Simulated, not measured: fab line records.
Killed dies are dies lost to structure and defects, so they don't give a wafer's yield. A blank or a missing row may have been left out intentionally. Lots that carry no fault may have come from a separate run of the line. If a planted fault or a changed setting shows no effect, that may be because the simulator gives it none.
Struck lot and sound lot, side by side | flow n5Finfet | 38 steps out of a route of 1938
Sound: these wafers, L835.3, L835.4, L835.5. The struck wafers were L824.3, L824.4, L824.6. At the end, the cause is stated.
Each step with rows lists, per side, the tool, then ch with its chambers, then its first start. Under that, the readings that differ: sound wafers | struck wafers | difference of the means | sigmas: that difference in standard deviations of wafers without a fault.
alike: readings with means less than 2 such deviations apart, plus words and numbers identical on both sides. not compared: withheld readings, readings lacking a value on some wafer, bounds such as >300 that could conceal the same value, and numbers that have no deviation in the record and whose values overlap.
Wherever a step has rows on one side only, a row that says differs or no value, or a row with sigmas, the two part there. Numbers that don't overlap but have no deviation are shown without sigmas and don't part them. Lack of a reading on every wafer of one side parts them only where that side has two or more wafers.

first, 9 steps without rows for these wafers: N5_BEOL_M4_ANNEAL_95 (time 240 s); N5_BEOL_M4_SPUTTER_96 (material Cu, target thk 4.5 nm, time 8.29 s); N5_BEOL_M4_ECD_50 (material Cu, target thk 300 nm); N5_BEOL_M4_ANNEAL_51 (time 90 s); N5_BEOL_M4_CMP_52 (polishes, stops on SiOC, t overpolish 6.8 s, target thk 40 nm); N5_BEOL_M4_PRE_CLEAN_60 (time 15 s); N5_BEOL_M4_CO_CAP_55 (material Co, precursor CCTBA/H2, target thk 2 nm, time 102.1 s); N5_BEOL_M4_PRE_CLEAN_56 (time 15 s); N5_BEOL_M4_DEP_57 (deposits SiCN from 3MS/NH3, target thk 8 nm, time 14 s).
N5_BEOL_M4_RC_MEAS_101:
  sound on prober-01 ch 0, day 12 17:37; struck on prober-02 ch 0, day 10 05:11
reading       | sound          | struck         | difference | sigmas
DIBL_N (mV/V) | 36.0 34.5 35.5 | 38.5 38.9 37.8 | +3.1       | +2
SS_P (mV/dec) | 72.9 71.9 73.2 | 74.2 74.2 74.4 | +1.6       | +2
  alike: DIBL_P, IOFF_N, IOFF_P, ION_N, ION_P, SS_N, VT_N, VT_P
then, 24 steps without rows for these wafers: N5_BEOL_M5_ILD_DEP_00 (deposits SiCOH lowk from DEMS/porogen, target thk 140.64 nm, time 25.9 s); N5_BEOL_M5_CURE_79 (cures SiCOH lowk, time 240 s); N5_BEOL_M5_PECVD_70 (deposits SiO2 from TEOS/O2, target thk 16 nm, time 18 s); N5_BEOL_M5_HM_DEP_02 (deposits TiN, target thk 20 nm); N5_BEOL_M5_COAT_59 (time 60 s, resist thk 60 nm); N5_BEOL_M5_COAT_60 (time 60 s, resist thk 12 nm); N5_BEOL_M5_COAT_71 (time 60 s, resist thk 5 nm); N5_BEOL_M5_COAT_05 (resist thk 30 nm); N5_BEOL_M5_EBR_07; N5_BEOL_M5_SOFTBAKE_06 (time 60 s); N5_BEOL_M5_EXPOSE_08 (exposes mask M5, target cd 28 nm); N5_BEOL_M5_PEB_09 (peb time 60 s); N5_BEOL_M5_DEVELOP_10 (develop time 30 s); N5_BEOL_M5_DESCUM_16 (chemistry O2, time 7 s); N5_BEOL_M5_ETCH_72 (etches underlayer in N2/H2, target depth 6.5 nm, time 5.2 s); N5_BEOL_M5_ETCH_61 (etches SiARC in CF4, target depth 15.6 nm, time 26 s); N5_BEOL_M5_ETCH_62 (etches SOC in N2/H2, target depth 75 nm, overetch 15 nm, time 112.5 s); N5_BEOL_M5_STRIP_63 (strips in N2/H2); N5_BEOL_M5_STRIP_73 (strips in N2/H2); N5_BEOL_M5_STRIP_64 (strips in CF4); N5_BEOL_M5_HM_OPEN_17 (chemistry Cl2/BCl3, target TiN, target depth 20 nm, overetch 6 nm); N5_BEOL_M5_STRIP_19 (strips in O2); N5_BEOL_M5_COAT_65 (time 60 s, resist thk 60 nm); N5_BEOL_M5_COAT_66 (time 60 s, resist thk 12 nm).
N5_BEOL_M9_TRENCH_ETCH_37: etches SiCOH lowk in C4F6/O2, target depth 151.43 nm, time 49 s.
  sound on rieDiel-04 ch 2,3, day 14 03:51; struck on rieDiel-04 ch 0,1,2, day 11 20:35
  no value came back on the struck wafers for any of 7 readings (C4F6_flow_sccm (sccm), O2_flow_sccm (sccm) and others); on the sound wafers C4F6_flow_sccm (sccm) reads 10.014 10.002 9.966
reading                                   | sound          | struck       | difference | sigmas
model.TiN_of_BEOL_M9_HM_DEP_02.thkNm (nm) | 15.8 15.8 15.8 | 19.8 20 19.6 | +4.0       | 
  not compared: rfHoursCounterH
N5_BEOL_M9_OCD_MEAS_38:
  struck on ocd-02, day 11 20:46; sound on ocd-01, day 14 04:02
reading            | sound       | struck | difference | sigmas
trenchDepthNm (nm) | 157 157 150 | 0 0 0  | -155       | -47
N5_BEOL_M9_CMP_52: polishes, stops on SiCOH lowk, t overpolish 7 s, target thk 140 nm.
  sound on cmp-03 ch 1,2, day 14 06:19; struck on cmp-03 ch 0,2,3, day 12 00:26
reading                               | sound             | struck    | difference | sigmas
model.Cu_of_BEOL_M9_ECD_50.thkNm (nm) | 146.6 146.6 137.8 | 0.2 0.8 0 | -143.3     | 
  alike: edgeZonePressureFrac, headPressurePsi, motorCurrentA, slurryFlowMlMin
-- here the record skips 2 days between the struck wafers' starts before and after, leaving off in module BEOL_M9 and picking up in module PASSIVATION (first step shown: number 1936 of the route) --
N5_PASSIVATION_PROBE_49:
  struck on prober-02, day 14 11:43; sound on prober-02, day 16 20:41
reading                 | sound          | struck         | difference | sigmas
defectLimitedYield (%)  | 92.0 90.3 91.7 | 0 0 0          | -91        | -57
killed_at_M4_up         | 7 20 11        | 1096 1053 1081 | +1064      | +99 or more
killedDies              | 94 114 98      | 1180 1180 1180 | +1078      | +57
killedOnRim             | 16 18 20       | 152 152 152    | +134       | +34
sort_bin_5_function (%) | 4.6 5.8 4.6    | 97.4 95.3 96.4 | +91.4      | +91
sortNPass               | 1086 1066 1082 | 0 0 0          | -1078      | -57
sortYieldPct (%)        | 92.0 90.3 91.7 | 0 0 0          | -91        | -57
  alike: killed_at_M0_to_M3, killedAtContacts, killedAtFrontEnd, killedAtOther, killedOpen, killedShort, sort_bin_6_memory

WHERE THEY PART
First at N5_BEOL_M4_RC_MEAS_101; last, within this record, at N5_PASSIVATION_PROBE_49.

WHY: the cause the simulator had injected
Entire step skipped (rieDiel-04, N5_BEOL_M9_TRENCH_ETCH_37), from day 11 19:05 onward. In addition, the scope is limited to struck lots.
